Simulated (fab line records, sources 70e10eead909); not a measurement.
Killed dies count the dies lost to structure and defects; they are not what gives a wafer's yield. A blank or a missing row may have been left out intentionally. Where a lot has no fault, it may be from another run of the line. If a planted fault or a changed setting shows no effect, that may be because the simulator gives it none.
fab line records	flow nandHarc
record: lots: 11	wafers: 32	lastDay: 25
route steps=1159 shown A_STAIRCASE@596 END@1159
lots untouched by any fault: they come from a run of this same line in which no faults occurred
startH: the number of hours between the record's first day and the start of the first shown wafer of the lot	waitH: how many hours have passed since the lot's step before this one	" identical to the entry in the row above	L1.1+2: several wafers, shown together as one row	- no value, or no start was given	* or withheld: withheld	< > ~ a bound
route shown NAME@n: NAME is a module with steps in the file, n the number in the route of the first one	usual: the fault-free wafers' mean and standard deviation	same: alike in all rows	chamber/n: place in a boat	sites: the reading at each site	_std_site: the standard deviation of these	_edge_site: outer sites' mean less inner sites'	radiusMm: for every site, how far away it sits from the centre of the wafer	mask NAME#n: copy n	behind: the tool/chamber that last shaped the wafer	hold: reason for holding the lot/hours on hold/outcome of the hold	device: the transistor (n, p or np) that didn't switch	end of line: the route-end tests of the same wafers	for a step that has no rows: nothing shown but its recipe	killed: dies lost to structure and defects at the first sort, not the wafer's yield	map: shows each die of a wafer: x if killed, . if not, _ if none is there
set.NAME: the setting as run; set.NAME@STEP: as run at that earlier step	model.NAME: the simulator's own value behind a step, which no gauge read
the route's steps for a sample of lots (tables are steps, rows are wafers)
services: the hour from which a tool's chamber was out of use, counted from the record's first day as startH (under 0 if before that day), plus the number of hours and why
== steps ==
step: NHARC_A_STAIRCASE_TRIM_202
recipe: timeS: 211.2	o2FlowSccm: 500	arFlowSccm: 0	biasW: 0	chemistry: O2
usual: drypumpMotorCurrentA: 5.8/0.47	oesProductAu: 0.999/0.014	rfVppV: 57.8/0.88	showerheadPlenumPTorr: 3.51/0.16	throttleValvePct: 17.037/0.0084
lot.wafer	tool	chamber	startH	waitH	drypumpMotorCurrentA	oesProductAu	rfHoursCounterH	rfVppV	showerheadPlenumPTorr	throttleValvePct
L308.2	rieDiel-10	3	-	-	6.0	0.990	28	58.4	3.63	17.047
L308.5	"	3	"	"	6.0	0.990	-	58.8	3.63	17.026
L308.4	"	2	"	"	5.6	1.009	-	58.1	3.43	17.040
L307.2	rieDiel-11	3	-	-	5.9	1.001	20	58.6	3.49	17.026
L307.4	"	1	"	"	5.2	0.973	-	56.9	3.33	17.036
L307.5	"	0	"	"	6.1	0.988	-	58.9	3.57	17.036
L318.1	rieDiel-11	3	-	-	5.9	1.010	42	56.9	3.48	17.021
L318.6	"	2	"	"	6.5	0.992	-	58.3	3.57	17.052
L317.2	rieDiel-10	2	-	-	5.6	0.994	52	57.6	3.42	17.044
L317.3	"	3	"	"	6.0	0.983	55	60.3	3.61	17.026
L317.1	"	0	"	"	6.3	0.992	21	58.4	3.72	17.028
L319.3	rieDiel-13	1	-	-	5.6	0.980	12	58.3	3.43	17.042
L319.1	"	3	"	"	5.0	1.019	13	59.1	3.33	17.049
L319.6	"	0	"	"	5.3	1.011	-	58.8	3.80	17.035
L320.3	rieDiel-11	1	-	-	5.2	0.976	52	56.4	3.32	17.044
L320.4	"	3	"	"	5.9	0.999	49	57.8	3.48	17.035
L320.5	"	0	"	"	6.1	1.000	-	58.5	3.56	17.039
L325.3	rieDiel-10	1	-	-	6.3	0.995	64	58.6	3.81	17.025
L325.1	"	0	"	"	6.3	0.999	34	57.9	3.71	17.036
L325.5	"	3	"	"	6.0	1.000	-	57.6	3.60	17.024
L327.2	rieDiel-10	1	-	-	6.3	1.002	4	57.6	3.80	17.026
L327.3	"	2	"	"	5.6	1.015	4	58.9	3.41	17.044
L327.4	"	2	"	"	5.6	1.008	-	57.6	3.41	17.036
L328.4	rieDiel-11	3	-	-	5.9	0.996	3	58.0	3.47	17.031
L328.2	"	1	"	"	5.2	1.024	3	58.1	3.31	17.041
L328.5	"	3	"	"	5.9	1.005	-	57.2	3.47	17.028
L329.1	rieDiel-13	3	-	-	5.0	1.023	37	55.0	3.32	17.020
L329.4	"	0	"	"	5.2	1.020	37	57.6	3.79	17.039
L329.3	"	1	"	"	5.6	1.011	40	57.0	3.42	17.033
L330.3	rieDiel-10	2	-	-	5.6	0.997	12	58.5	3.40	17.035
L330.4	"	1	"	"	6.3	0.992	12	58.8	3.80	17.030
L330.6	"	2	"	"	5.6	1.003	-	57.1	3.40	17.041
step: NHARC_A_STAIRCASE_ETCH_221
recipe: targetDepthA: 1000	timeS: 40.5	ionEnergyEv: 400	c4f8FlowSccm: 20	o2FlowSccm: 10	arFlowSccm: withheld	rfW: 600	biasW: 1000	chemistry: C4F8/O2
usual: oesProductAu: 0.942/0.018	rfVppV: 894/5.2
lot.wafer	tool	chamber	startH	waitH	oesProductAu	rfHoursCounterH	rfVppV
L308.4	rieDiel-13	3	-	-	0.941	50	889
L308.2	"	2	"	"	0.948	56	902
L308.5	"	3	"	"	0.930	-	891
L307.2	rieDiel-13	1	-	-	0.921	59	895
L307.4	"	3	"	"	0.931	51	888
L307.5	"	1	"	"	0.921	-	893
L318.1	rieDiel-10	2	-	-	0.943	52	892
L318.6	"	2	"	"	0.941	-	892
L317.1	rieDiel-10	1	-	-	0.940	55	886
L317.3	"	2	"	"	0.942	52	892
L317.2	"	3	"	"	0.952	56	898
L319.1	rieDiel-11	2	-	-	0.928	25	896
L319.3	"	1	"	"	0.908	51	887
L319.6	"	2	"	"	0.930	-	899
L320.3	rieDiel-11	3	-	-	0.954	50	894
L320.4	"	1	"	"	0.929	53	889
L320.5	"	0	"	"	0.948	-	898
L325.1	rieDiel-13	3	-	-	0.975	24	889
L325.3	"	1	"	"	0.938	26	893
L325.5	"	0	"	"	0.984	-	906
L327.2	rieDiel-11	3	-	-	0.949	0	895
L327.3	"	0	"	"	0.929	0	896
L327.4	"	2	"	"	0.957	0	897
L328.4	rieDiel-13	1	-	-	0.933	40	892
L328.2	"	3	"	"	0.948	37	887
L328.5	"	1	"	"	0.921	-	891
L329.1	rieDiel-11	2	-	-	0.958	4	896
L329.4	"	3	"	"	0.937	4	895
L329.3	"	1	"	"	0.983	3	888
L330.4	rieDiel-11	1	-	-	0.961	7	887
L330.3	"	3	"	"	0.950	9	893
L330.6	"	1	"	"	0.964	-	888
step: NHARC_A_STAIRCASE_ETCH_230
recipe: targetDepthA: 1000	timeS: 40.5	ionEnergyEv: 400	c4f8FlowSccm: 20	o2FlowSccm: 10	arFlowSccm: withheld	rfW: 600	biasW: 1000	chemistry: C4F8/O2
usual: oesProductAu: 0.947/0.02	rfVppV: 894/5
lot.wafer	tool	chamber	startH	waitH	oesProductAu	rfHoursCounterH	rfVppV
L308.4	rieDiel-13	3	242.99	-	0.939	51	887
L308.2	"	0	"	"	0.970	58	887
L308.5	"	3	"	"	0.960	-	889
L307.2	rieDiel-10	2	244.52	-	0.982	27	893
L307.4	"	3	"	"	0.964	-	897
L307.5	"	1	"	"	0.974	-	886
L318.1	rieDiel-11	2	301.40	-	1.260	19	897
L318.6	"	1	"	"	1.243	-	888
L317.3	rieDiel-11	2	303.70	-	0.955	19	898
L317.1	"	3	"	"	1.256	43	894
L317.2	"	0	"	"	0.970	45	897
L319.3	rieDiel-13	2	325.46	-	0.957	14	901
L319.1	"	0	"	"	0.985	14	905
L319.6	"	1	"	"	0.944	-	893
L320.4	rieDiel-13	3	328.65	-	0.996	16	890
L320.3	"	0	"	"	0.979	16	906
L320.5	"	3	"	"	0.993	-	887
L325.3	rieDiel-13	3	349.65	-	0.968	24	888
L325.1	"	0	"	"	0.953	25	906
L325.5	"	3	"	"	0.967	-	887
L327.3	rieDiel-11	0	378.38	-	0.924	1	896
L327.4	"	1	"	"	0.934	1	888
L327.2	"	2	"	"	0.943	1	896
L328.2	rieDiel-11	3	385.74	-	0.941	5	894
L328.4	"	2	"	"	0.959	5	898
L328.5	"	0	"	"	0.941	-	897
L329.3	rieDiel-10	2	386.31	-	0.961	9	892
L329.4	"	3	"	"	0.972	5	899
L329.1	"	1	"	"	0.950	9	904
L330.4	rieDiel-11	1	397.76	-	0.949	8	888
L330.3	"	2	"	"	0.938	10	896
L330.6	"	0	"	"	0.927	-	896
step: NHARC_A_STAIRCASE_ETCH_234
recipe: targetDepthA: 1000	timeS: 40.5	ionEnergyEv: 400	c4f8FlowSccm: 20	o2FlowSccm: 10	arFlowSccm: withheld	rfW: 600	biasW: 1000	chemistry: C4F8/O2
usual: oesProductAu: 0.942/0.014	rfVppV: 895/5.1
lot.wafer	tool	chamber	startH	waitH	oesProductAu	rfHoursCounterH	rfVppV
L308.2	rieDiel-13	0	-	-	0.976	59	887
L308.4	"	2	"	"	0.955	57	901
L308.5	"	0	"	"	0.975	-	887
L307.2	rieDiel-10	2	-	-	0.955	27	893
L307.5	"	2	"	"	0.953	-	892
L307.4	"	1	"	"	0.948	-	885
L318.1	rieDiel-11	1	-	-	0.931	46	889
L318.6	"	0	"	"	0.953	-	897
L317.1	rieDiel-11	1	-	-	0.929	46	888
L317.2	"	2	"	"	0.953	20	897
L317.3	"	3	"	"	0.953	44	893
L319.1	rieDiel-13	0	-	-	0.955	15	905
L319.3	"	3	"	"	0.957	15	889
L319.6	"	1	"	"	0.928	-	893
L320.4	rieDiel-13	1	-	-	0.933	15	893
L320.3	"	3	"	"	0.959	16	889
L320.5	"	1	"	"	0.933	-	894
L325.1	rieDiel-13	2	-	-	0.938	25	902
L325.3	"	0	"	"	0.941	26	903
L325.5	"	2	"	"	0.940	-	902
L327.4	rieDiel-11	3	-	-	0.951	3	895
L327.2	"	0	"	"	0.941	2	898
L327.3	"	1	"	"	0.949	2	888
L328.4	rieDiel-11	3	-	-	0.933	5	894
L328.2	"	1	"	"	0.966	4	887
L328.5	"	2	"	"	0.948	-	896
L329.3	rieDiel-10	0	-	-	0.931	10	901
L329.4	"	1	"	"	0.932	10	907
L329.1	"	2	"	"	0.957	9	892
L330.3	rieDiel-11	3	-	-	0.932	10	894
L330.4	"	1	"	"	0.949	8	887
L330.6	"	3	"	"	0.930	-	893
step: NHARC_END_SORT_01
recipe: tempC: 25
usual: killedAtArray: 27/10	killedAtOther: 0.6/0.83	killedAtPeriphery: 2.4/1.8	killedDies: 30/10	killedOpen: 3.3/1.7	killedShort: 1.8/1.4
same: grossDies: 677
lot.wafer	tool	chamber	startH	waitH	killedAtArray	killedAtOther	killedAtPeriphery	killedDies	killedOpen	killedShort
L318.1	prober-01	0	489.81	2.5	676	0	1	677	2	0
L318.6	prober-01	0	493.82	4.0	673	0	4	677	4	3
L317.1	prober-02	0	501.30	2.5	672	0	5	677	5	2
L317.2	prober-02	0	502.10	2.8	30	0	1	31	4	3
L317.3	prober-02	0	502.91	3.1	37	0	2	39	6	5
killed by level:class
L318.1 A_STAIRCASE:areaEtch=656 A_SLIT:chamberFilmFlake=12 A_CHANNEL_HOLE_D1:chamberFilmFlake=6 P_M0:geometricParticle:open=1 A_SOURCE_PLATE:geometricParticle:open=1 A_STAIRCASE:chamberFilmFlake=1
L318.6 A_STAIRCASE:areaEtch=654 A_SLIT:chamberFilmFlake=11 A_STAIRCASE:chamberFilmFlake=2 P_CONTACT:geometricParticle:open=1 P_M1:geometricParticle:open=1 A_CHANNEL_FILL_D1:geometricParticle:short=1 A_WL_FILL:geometricParticle:short=1 A_CONTACT:geometricParticle:open=1
L317.1 A_STAIRCASE:areaEtch=642 A_CHANNEL_HOLE_D1:chamberFilmFlake=14 A_CONTACT:chamberFilmFlake=9 P_M1:geometricParticle:open=2 P_GATE:chamberFilmFlake=2 A_WL_FILL:chamberFilmFlake=2 P_M0:geometricParticle:open=1 A_ONON_D1:geometricParticle:short=1
L317.2 A_CHANNEL_HOLE_D1:chamberFilmFlake=17 A_STAIRCASE:chamberFilmFlake=2 A_CONTACT:chamberFilmFlake=2 A_ONON_D1:geometricParticle:short=1 A_CHANNEL_HOLE_D1:geometricParticle:open=1 A_CHANNEL_HOLE_D1:geometricParticle:short=1 A_CHANNEL_FILL_D1:geometricParticle:open=1 A_CHANNEL_FILL_D1:geometricParticle:short=1
L317.3 A_CHANNEL_HOLE_D1:chamberFilmFlake=19 A_CONTACT:geometricParticle:open=5 A_CONTACT:chamberFilmFlake=5 A_ONON_D1:geometricParticle:short=2 A_CHANNEL_FILL_D1:chamberFilmFlake=2 P_CONTACT:geometricParticle:short=1 P_CONTACT:geometricParticle:open=1 A_CHANNEL_HOLE_D1:geometricParticle:short=1
== services ==
tool	chamber	startH	hours	kind
rieDiel-11	0	223.21	-	clean
rieDiel-11	1	223.21	-	clean
rieDiel-11	2	223.21	-	clean
rieDiel-11	3	223.21	-	clean
rieDiel-11	-	237.80	0.4	repair
rieDiel-11	0	247.79	-	clean
rieDiel-11	1	247.79	-	clean
rieDiel-11	2	247.79	-	clean
rieDiel-11	3	247.79	-	clean
rieDiel-11	0	272.29	-	clean
rieDiel-11	1	272.29	-	clean
rieDiel-11	2	272.29	-	clean
rieDiel-11	3	272.29	-	clean
rieDiel-13	-	276.00	9.0	pm
rieDiel-11	0	296.81	-	clean
rieDiel-11	1	296.81	-	clean
rieDiel-11	2	296.81	-	clean
rieDiel-11	3	296.81	-	clean
rieDiel-11	0	321.31	-	clean
rieDiel-11	1	321.31	-	clean
rieDiel-10	2	344.04	9.2	repair
rieDiel-10	-	353.50	9.0	pm
rieDiel-11	-	366.65	9.0	pm
rieDiel-10	3	373.61	6.9	repair
== key ==
firstSign: step: NHARC_A_STAIRCASE_ETCH_230	reading: oesProductAu	direction: up	sigmas: 16	usual: 0.947	struck: 1.253
effect: step: NHARC_END_SORT_01	reading: killedAtArray	direction: up	sigmas: 63	usual: 27	struck: 674
moreKillsBornAt: NHARC_A_STAIRCASE_ETCH_230@rieDiel-11: 1952
metAt NHARC_A_STAIRCASE_ETCH_230
struckLots L317,L318
struckWafers L317.1,L318.1,L318.6
laterRowsLeftOut L317.1,L318.1,L318.6
testerLeftOut L317,L318
notActingAt NHARC_A_STAIRCASE_TRIM_202,NHARC_A_STAIRCASE_ETCH_221,NHARC_A_STAIRCASE_ETCH_234
fault: kind: processParameterDrift	tool: rieDiel-11	chamber: -	onsetH: 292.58	steps: NHARC_A_STAIRCASE_ETCH_230	channel: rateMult	offset: 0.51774	shape: step	endH: 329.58	scope: struckWafersOnly
testerLeftOut: of these lots the tester's yield and bins aren't shown, on N5 and GAA mostly nor the transistor test; their killed dies are dies lost to structure and defects alone, not to doping, threshold or leakage, so they don't give the yield
laterRowsLeftOut: the simulator's readings of these wafers behind a module that went badly wrong aren't trusted and aren't shown, but for the sort
